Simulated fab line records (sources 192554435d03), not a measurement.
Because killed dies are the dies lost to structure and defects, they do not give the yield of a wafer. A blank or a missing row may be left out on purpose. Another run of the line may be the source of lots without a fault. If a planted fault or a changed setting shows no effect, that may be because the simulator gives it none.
Chamber matching | flow n5Finfet | 4 sister chambers for N5_BEOL_M8_ETCH_62 on rieDiel-04
The step etches SOC in N2/H2, target depth 110 nm, overetch 22 nm, time 165 s. 8 wafers are shown with their chamber, then 7 later ones without.

## WAFERS WITH THEIR CHAMBER
wafer  | chamber | showerheadPlenumPTorr (Torr) | throttleValvePct (%)
L076.5 | 3       | 2.60                         | 17.58
L082.3 | 0       | 2.58                         | 18.00
L086.4 | 2       | 2.42                         | 17.91
L087.2 | 1       | 2.57                         | 17.70
L087.5 | 1       | 2.57                         | 17.70
L087.6 | 2       | 2.42                         | 17.92
L088.3 | 3       | 2.59                         | 17.62
L088.4 | 0       | 2.58                         | 18.02

## WAFERS WITHOUT THEIR CHAMBER
wafer  | showerheadPlenumPTorr (Torr) | throttleValvePct (%)
L088.6 | 2.42                         | 17.91
L091.1 | 2.59                         | 17.64
L091.3 | 2.57                         | 17.71
L091.6 | 2.57                         | 17.73
L094.1 | 2.56                         | 17.74
L094.2 | 2.57                         | 18.06
L094.6 | 2.57                         | 18.08

## THE CHAMBER EACH PASSED THROUGH
wafer  | from the rows above | in truth
L088.6 | 2                   | 2
L091.1 | 3                   | 3
L091.3 | 1                   | 1
L091.6 | 1                   | 1
L094.1 | 1                   | 1
L094.2 | 0                   | 0
L094.6 | 0                   | 0
Placed correctly: 7 of 7. Can't be placed from these rows: 0. 0 placed wrongly.
How it was worked out, from the rows above alone: a wafer's distance from a chamber is the root of the sum, over the readings, of the square of ((its reading less the chamber's mean) divided by the reading's scatter). If the next closest chamber is less than 2 further off than the closest, the wafer can't be placed; otherwise it belongs to the closest. A chamber's mean is the mean of its shown wafers. The scatter: take each reading less its chamber's mean, square it, sum over the shown wafers, divide by the number of wafers less the number of chambers, and take the root.
